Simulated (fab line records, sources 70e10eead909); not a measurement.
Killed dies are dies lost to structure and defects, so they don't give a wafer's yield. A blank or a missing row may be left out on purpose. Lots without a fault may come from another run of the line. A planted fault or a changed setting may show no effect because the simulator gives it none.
Which tool did it? | flow nand_harc | 6 lots, 18 wafers sampled, at 5 steps of a route of 1159

WHAT THE GAUGES READ, wafer by wafer
NHARC_END_SORT_01.
lot  | measured     | on        | killed_at_array
L464 | day 23 22:29 | prober-02 | 31 35 673

WHICH TOOL RAN EACH LOT (tool, then ch and the chambers of the sampled wafers, then the start)
lot  | NHARC_A_CONTACT_DEP_58          | NHARC_A_BONDPAD_ANNEAL_28        | NHARC_A_BONDPAD_CMP_19        | NHARC_THIN_TSV_PRE_CLEAN_54
L450 | pecvd-03 ch 0,1,2, day 16 20:43 | rtp_anneal-01 ch 0, day 18 03:14 | cmp-03 ch 1,3, day 18 03:30   | pvd_sputter-02, day 18 18:30
L451 | pecvd-02 ch 0,1, day 17 02:00   | rtp_anneal-01 ch 0, day 18 08:59 | cmp-04 ch 0,1,3, day 18 09:17 | pvd_sputter-03, day 19 08:43
L455 | pecvd-02 ch 0,1,2, day 18 14:59 | rtp_anneal-02 ch 0, day 19 21:40 | cmp-01 ch 0,2,3, day 19 22:01 | pvd_sputter-02, day 20 16:28
L457 | pecvd-02 ch 0,1, day 18 20:19   | rtp_anneal-02 ch 0, day 20 03:28 | cmp-01 ch 2,3, day 20 03:48   | pvd_sputter-03, day 21 00:29
L460 | pecvd-03 ch 0,1,2, day 19 17:22 | rtp_anneal-02 ch 0, day 20 21:29 | cmp-04 ch 0,1, day 20 21:49   | pvd_sputter-01, day 21 15:50
L464 | pecvd-04 ch 0,2, day 20 17:32   | rtp_anneal-02 ch 0, day 22 18:41 | cmp-01 ch 0,1, day 22 18:59   | pvd_sputter-02, day 23 13:29
- NHARC_A_CONTACT_DEP_58: deposits SiON, target thk 60 nm.
- NHARC_A_BONDPAD_ANNEAL_28: time 90 s.
- NHARC_A_BONDPAD_CMP_19: polishes, t overpolish 30 s, cu recess touch 16 s, target thk 169.8 nm.
- NHARC_THIN_TSV_PRE_CLEAN_54: time 30 s.

THE ANSWER, worked out from the rows above alone
Rule: what is usual is taken from the lots themselves. Put in order of their means at a reading, lots are off if they are a third of the lots or fewer, leave a main group of 4 or more, and stand apart from it by a gap of 3 or more times the standard deviation of the main group's means; of several such gaps the widest counts. A main group whose means are all the same, to the digits that the tables above print for the reading, isn't used. A lot without any number at a reading at which 4 lots or more have one is off too. The other lots that the step has rows for count as sound.
No lot is off at any reading shown: from this, nothing can be told.

WHAT THE SIMULATOR HAD PUT IN
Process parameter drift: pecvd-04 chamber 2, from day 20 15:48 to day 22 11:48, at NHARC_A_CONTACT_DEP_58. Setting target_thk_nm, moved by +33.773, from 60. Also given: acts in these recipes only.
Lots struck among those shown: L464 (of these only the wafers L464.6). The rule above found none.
